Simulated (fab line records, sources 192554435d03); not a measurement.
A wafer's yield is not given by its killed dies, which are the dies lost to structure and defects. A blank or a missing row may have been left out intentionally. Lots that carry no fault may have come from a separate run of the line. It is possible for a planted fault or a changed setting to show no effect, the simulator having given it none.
fab line records ; flow n5_finfet
record lots=4; wafers=12; last_day=17
route steps=1938 shown MIM_BOT_LITHO@1861 MIM_BOT_ETCH@1866 PASS1_CAP@1873 TV_LITHO@1875 TV_OPEN@1887
lots untouched by any fault: they come from a run of this same line in which no faults occurred
start_h: the number of hours between the record's first day and the start of the first shown wafer of the lot ; wait_h: hours from the lot's prior step to this one ; " as in the row above ; L1.1+2: a row that stands for several wafers ; - no value, or no start was given ; * or withheld: withheld ; < > ~ a bound
route shown NAME@n: a module of which the file shows steps, and the number in the route of the first ; usual: the fault-free wafers' mean and standard deviation ; same: alike in all rows ; chamber/n: place in a boat ; sites: each site's reading ; _std_site: the standard deviation of these ; _edge_site: inner sites' mean taken away from outer sites' mean ; radius_mm: for every site, how far away it sits from the centre of the wafer ; mask NAME#n: copy n ; behind: tool/chamber where the wafer was last shaped ; hold: why the lot went on hold/how many hours it stayed there/how the hold came to an end ; device: names the non-switching transistor (n, p or np) ; end of line: at the end of the route, the tests of the same wafers ; step lacking rows: just its recipe ; killed: dies lost to structure and defects at the first sort, not the wafer's yield ; map: a wafer's dies, marking killed ones x, the rest . and places with no die _
set.NAME: the setting that was run; set.NAME@STEP: the one run at that earlier step ; model.NAME: the simulator's own value behind a step, which no gauge read
lots at selected steps of the route; one table per step, one row per wafer
services: a tool's chamber out of use, with start hour (start_h, from the record's first day; less than 0 if before it), hours out, and reason
## steps
# step N5_MIM_BOT_LITHO_HARDBAKE_09
# recipe temp_c=130; time_s=120
# step N5_MIM_BOT_LITHO_DESCUM_10
# recipe chemistry=O2; time_s=7.9; source_power_w=50; bias_power_w=20; pressure_mtorr=20; rf_frequency_hz=2.712e+07; temp_c=40; o2_flow_sccm=225
# step N5_MIM_BOT_ETCH_ETCH_04
# recipe chemistry=CF4/O2; target=SiNx; target_depth_a=260; time_s=13; ion_energy_ev=100; pressure_mtorr=40; source_w=535; bias_w=49; Ar_flow_sccm=100; cf4_flow_sccm=100; O2_flow_sccm=10
# step N5_MIM_BOT_ETCH_ETCH_03
# recipe chemistry=Cl2/BCl3; target_depth_a=120; pressure_mtorr=8; icp_w=800; bias_w=100; Cl2_flow_sccm=20; bcl3_flow_sccm=80
# step N5_MIM_BOT_ETCH_ETCH_00
# recipe chemistry=Cl2/BCl3; target=TiN; target_depth_a=455; ion_energy_ev=150; pressure_mtorr=10; icp_w=1000; bias_w=126; Cl2_flow_sccm=53.25; bcl3_flow_sccm=21.75; Ar_flow_sccm=25
# step N5_MIM_BOT_ETCH_STRIP_01
# recipe chemistry=O2; power_w=600; temp_c=60; pressure_mtorr=30; rf_frequency_hz=6e+07; bias_power_w=0; overash_fraction=0.5; o2_flow_sccm=225
# step N5_MIM_BOT_ETCH_STRIP_02
# recipe chemistry=post_etch_residue_remover; time_s=1200; temp_c=72.5
# step N5_MIM_BOT_ETCH_CLEAN_05
# recipe chemistry=IPA; time_s=180; temp_c=25
# step N5_MIM_BOT_ETCH_SRD_06
# recipe dry=ipa_marangoni; time_s=30; temp_c=23; rinse_liquid=diw
# step N5_PASSIVATION_PECVD_55
# recipe material=SiO2; target_thk_a=4000; temp_c=400; precursor=SiH4/N2O; pressure_torr=2.7; rf_w=608; time_s=22.5
# usual heater_power_w=683/65; showerhead_plenum_p_Torr=8.16/0.087; throttle_valve_pct=51.6/2.8
lot.wafer;tool;chamber;start_h;wait_h;heater_power_w;showerhead_plenum_p_Torr;since_wet_clean_h;throttle_valve_pct;model.SiO2_of_PASSIVATION_PECVD_55.thk_nm
L283.3;pecvd-04;2;280.12;0.0;674;8.12;593;49.1;390.2
L283.5;pecvd-04;2;280.12;0.0;537;8.14;-;49.3;397.8
L283.6;pecvd-04;1;280.12;0.0;717;8.20;-;49.3;407.6
L291.2;pecvd-04;2;325.95;0.0;557;8.08;638;49.5;617.6
L291.3;pecvd-04;1;325.95;0.0;675;8.20;2117;49.7;399.2
L291.4;pecvd-04;1;325.95;0.0;683;8.20;-;49.4;405
L290.2;pecvd-04;2;334.52;0.0;641;8.13;647;49.5;618.6
L290.3;pecvd-04;1;334.52;0.0;649;8.22;2126;49.5;395.4
L290.6;pecvd-04;1;334.52;0.0;676;8.20;-;49.2;398
L302.2;pecvd-01;1;392.99;0.0;797;8.05;1641;51.7;387
L302.3;pecvd-01;0;392.99;0.0;617;8.21;916;53.0;397.4
L302.5;pecvd-01;1;392.99;0.0;813;8.04;-;51.4;397.2
# step N5_PASSIVATION_PECVD_01
# recipe material=SiNx; target_thk_a=2000; temp_c=400; precursor=SiH4/NH3/N2; pressure_torr=4.9; rf_w=1406; time_s=43.2
# step N5_PASSIVATION_HMDS_03
# recipe time_s=60; temp_c=120
# step N5_PASSIVATION_COAT_04
# recipe spin_rpm=*; resist_thk_nm=*
# step N5_PASSIVATION_EBR_06
# recipe solvent=PGMEA; ebr_width_mm=1.5
# step N5_PASSIVATION_SOFTBAKE_05
# recipe temp_c=100; time_s=90
# step N5_PASSIVATION_EXPOSE_07
# recipe mask_id=TV; na=0.55; source_shape=conventional; sigma_outer=0.8; polarization=unpolarized; defocus_nm=0; target_cd_nm=3000; dose_mj=22.75
# step N5_PASSIVATION_PEB_08
# recipe peb_temp_c=withheld; peb_time_s=*
# step N5_PASSIVATION_DEVELOP_09
# recipe develop_time_s=60; rinse_liquid=diw; dry=air_spin; dev_temp_c=21
# step N5_PASSIVATION_HARDBAKE_11
# recipe temp_c=130; time_s=120
# step N5_PASSIVATION_DESCUM_12
# recipe chemistry=O2; time_s=7.9; source_power_w=50; bias_power_w=20; pressure_mtorr=20; rf_frequency_hz=2.712e+07; temp_c=40; o2_flow_sccm=225
# step N5_PASSIVATION_PASS_ETCH_74
# recipe chemistry=CF4/O2; target=SiNx; target_depth_a=2200; time_s=110; ion_energy_ev=100; pressure_mtorr=40; source_w=535; bias_w=49; Ar_flow_sccm=100; cf4_flow_sccm=100; O2_flow_sccm=10
# step N5_PASSIVATION_VIA_ETCH_13
# recipe chemistry=CHF3/O2; target=SiO2; target_depth_a=6600; CHF3_flow_sccm=50; O2_flow_sccm=5; Ar_flow_sccm=200; time_s=330; mask_material=PR; pressure_mtorr=30; source_w=650; bias_w=170; ion_energy_ev=200; ends=cleared
# usual drypump_motor_current_A=5.8/0.47; etch_rf_on_time_s=237/6.2; oes_product_au=0.71/0.075; rf_vpp_V=527/7.9; showerhead_plenum_p_Torr=2.43/0.082; throttle_valve_pct=19.01/0.16
lot.wafer;tool;chamber;start_h;wait_h;drypump_motor_current_A;etch_rf_on_time_s;oes_product_au;rf_hours_counter_h;rf_vpp_V;showerhead_plenum_p_Torr;throttle_valve_pct;model.coat_of_PASSIVATION_COAT_04.thk_nm;model.TV_OPEN.cd_offset_nm
L283.3;rie_diel-06;0;282.72;0.0;5.8;230;0.80;25;533;2.46;19.09;*;1.8
L283.5;rie_diel-06;2;282.72;0.0;5.5;230;0.84;-;529;2.58;18.80;*;1.2
L283.6;rie_diel-06;1;282.72;0.0;6.3;244;0.66;-;537;2.49;19.31;*;1
L291.2;rie_diel-05;1;328.14;0.1;5.4;364;0.68;170;521;2.29;18.88;*;-0.4
L291.3;rie_diel-05;0;328.14;0.1;6.8;235;0.71;-;538;2.53;18.85;*;2.6
L291.4;rie_diel-05;1;328.14;0.1;5.4;239;0.67;-;522;2.29;18.90;*;2.2
L290.2;rie_diel-06;2;337.33;0.0;5.5;353;0.80;34;528;2.57;18.84;*;-0.6
L290.3;rie_diel-06;3;337.33;0.0;5.9;240;0.70;138;526;2.33;19.08;*;3
L290.6;rie_diel-06;2;337.33;0.0;5.5;227;0.80;-;527;2.57;18.84;*;1.4
L302.2;rie_diel-05;2;394.24;0.0;5.1;222;0.74;90;525;2.34;19.09;*;0.8
L302.3;rie_diel-05;1;394.24;0.0;5.4;236;0.65;195;522;2.28;18.92;*;2
L302.5;rie_diel-05;0;394.24;0.0;6.8;233;0.69;-;537;2.52;18.88;*;3.4
# step N5_PASSIVATION_STRIP_14
# recipe chemistry=O2; power_w=600; temp_c=60; pressure_mtorr=30; rf_frequency_hz=6e+07; bias_power_w=0; overash_fraction=0.5; o2_flow_sccm=225
# step N5_PASSIVATION_ETCH_15
# recipe chemistry=CF4/N2; target=SiCN; target_depth_a=750; taper_deg=2; time_s=81.2; ion_energy_ev=150; mask_material=SiNx; pressure_mtorr=40; source_w=430; bias_w=70; Ar_flow_sccm=100; cf4_flow_sccm=60; n2_flow_sccm=60
# usual cf4_flow_sccm=60.00/0.17; drypump_motor_current_A=5.8/0.47; oes_product_au=0.79/0.083; rf_vpp_V=382.7/1.9; showerhead_plenum_p_Torr=2.23/0.075; throttle_valve_pct=15.55/0.18
# same time_s=81.2
lot.wafer;tool;chamber;start_h;wait_h;cf4_flow_sccm;drypump_motor_current_A;oes_product_au;rf_hours_counter_h;rf_vpp_V;showerhead_plenum_p_Torr;throttle_valve_pct;model.TV_OPEN.cd_offset_nm
L283.3;rie_diel-06;0;-;-;60.06;5.8;0.90;25;383.9;2.25;15.57;1.6
L283.5;rie_diel-06;2;-;-;60.07;5.4;0.94;-;384.2;2.35;15.23;1.2
L283.6;rie_diel-06;1;-;-;59.99;6.3;0.74;-;383.8;2.28;15.87;1
L291.2;rie_diel-05;1;328.49;0.0;60.05;5.4;0.74;171;379.9;2.10;15.45;-0.6
L291.3;rie_diel-05;0;328.49;0.0;59.91;6.8;0.79;-;383.3;2.31;15.38;2.6
L291.4;rie_diel-05;1;328.49;0.0;60.15;5.4;0.74;-;378.1;2.10;15.43;2
L290.2;rie_diel-06;2;337.57;0.0;60.00;5.5;0.89;35;384.6;2.34;15.28;-0.6
L290.3;rie_diel-06;3;337.57;0.0;60.19;5.9;0.76;138;379.2;2.13;15.63;3
L290.6;rie_diel-06;2;337.57;0.0;59.98;5.4;0.89;-;385.4;2.34;15.27;1.6
L302.2;rie_diel-05;2;-;-;59.98;5.0;0.83;90;380.9;2.15;15.61;1
L302.3;rie_diel-05;1;-;-;60.00;5.4;0.72;195;378.5;2.09;15.48;2
L302.5;rie_diel-05;0;-;-;60.16;6.8;0.77;-;383.5;2.30;15.41;3.6
# step N5_PASSIVATION_STRIP_73
# recipe chemistry=post_etch_residue_remover; time_s=60; temp_c=25; remover_ph=withheld; remover_water_wt_pct=withheld; remover_fluoride_wt_pct=withheld
## services
tool;chamber;start_h;hours;kind
pecvd-01;1;260.05;5.9;repair
rie_diel-05;3;311.98;18.2;repair
rie_diel-05;2;324.13;30.9;repair
pecvd-04;1;378.30;10.9;repair
rie_diel-06;0;381.91;6.4;repair
pecvd-04;1;389.33;-;clean
pecvd-04;1;389.33;-;consumable_replace:showerhead
pecvd-04;1;389.33;29.0;scheduled_down
pecvd-04;1;389.33;29.0;vent_cycle
## key
first_sign step=N5_PASSIVATION_VIA_ETCH_13; reading=etch_rf_on_time_s; direction=up; sigmas=20; usual=*; struck=*
effect none on later readings
model_effect step=N5_PASSIVATION_PECVD_55; value=SiO2_of_PASSIVATION_PECVD_55.thk_nm; without=396.3; struck=618.1
model_effect step=N5_PASSIVATION_VIA_ETCH_13; value=coat_of_PASSIVATION_COAT_04.thk_nm; without=*; struck=*
model_effect step=N5_PASSIVATION_ETCH_15; value=TV_OPEN.cd_offset_nm; without=2; struck=-0.6
met_at N5_PASSIVATION_PECVD_55
struck_wafers L290.2,L291.2
baseline_loss step=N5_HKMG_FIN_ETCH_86; wafers=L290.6
onset_between 280.12 325.95
fault kind=process_parameter_drift; tool=pecvd-04; chamber=-; onset_h=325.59; steps=N5_PASSIVATION_PECVD_55; channel=time_s; offset=*; shape=step; end_h=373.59; scope=struck_wafers_only; acts_in=*; stated=*
# baseline_loss: these wafers lose ten dies or more at that step, a loss of the line's own and not of a fault; the sort's usual values leave them out
